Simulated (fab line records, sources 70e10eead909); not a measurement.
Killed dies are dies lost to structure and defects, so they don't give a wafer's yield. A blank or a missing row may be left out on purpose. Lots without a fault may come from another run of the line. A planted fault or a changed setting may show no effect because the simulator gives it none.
Chamber matching | flow nand_harc | NHARC_P_GATE_ETCH_32 on rie_si-05: 4 sister chambers
The step etches the open film in HBr/Cl2, target depth 150 nm, time 100.1 s. 4 wafers are shown with their chamber, then 10 later ones without.

WAFERS WITH THEIR CHAMBER
wafer  | chamber | drypump_motor_current_A (A)
L088.3 | 2       | 5.5
L088.6 | 1       | 5.9
L092.2 | 0       | 6.1
L092.4 | 3       | 5.0

WAFERS WITHOUT THEIR CHAMBER
wafer  | drypump_motor_current_A (A)
L092.6 | 5.0
L094.2 | 5.1
L094.5 | 5.6
L094.6 | 5.9
L095.1 | 5.5
L095.3 | 5.1
L095.6 | 6.1
L097.3 | 5.1
L097.4 | 5.9
L097.6 | 5.0

WHICH CHAMBER EACH WENT THROUGH
wafer  | from the rows above | in truth
L092.6 | 3                   | 3
L094.2 | 3                   | 3
L094.5 | 2                   | 2
L094.6 | 1                   | 1
L095.1 | 2                   | 2
L095.3 | 3                   | 3
L095.6 | 0                   | 0
L097.3 | 3                   | 3
L097.4 | 1                   | 1
L097.6 | 3                   | 3
Placed correctly: 10 of 10. Can't be placed from these rows: 0. Placed wrongly: 0.
How it was worked out, from the rows above alone: a wafer's distance from a chamber is the root of the sum, over the readings, of the square of ((its reading less the chamber's mean) divided by the reading's scatter). The wafer belongs to the nearest chamber; if the next one is less than 2 further off, it can't be placed. A chamber's mean is the mean of its shown wafers. The scatter: with one shown wafer a chamber, the root of the mean of the squares of how far each hidden wafer lies from its nearest shown one.
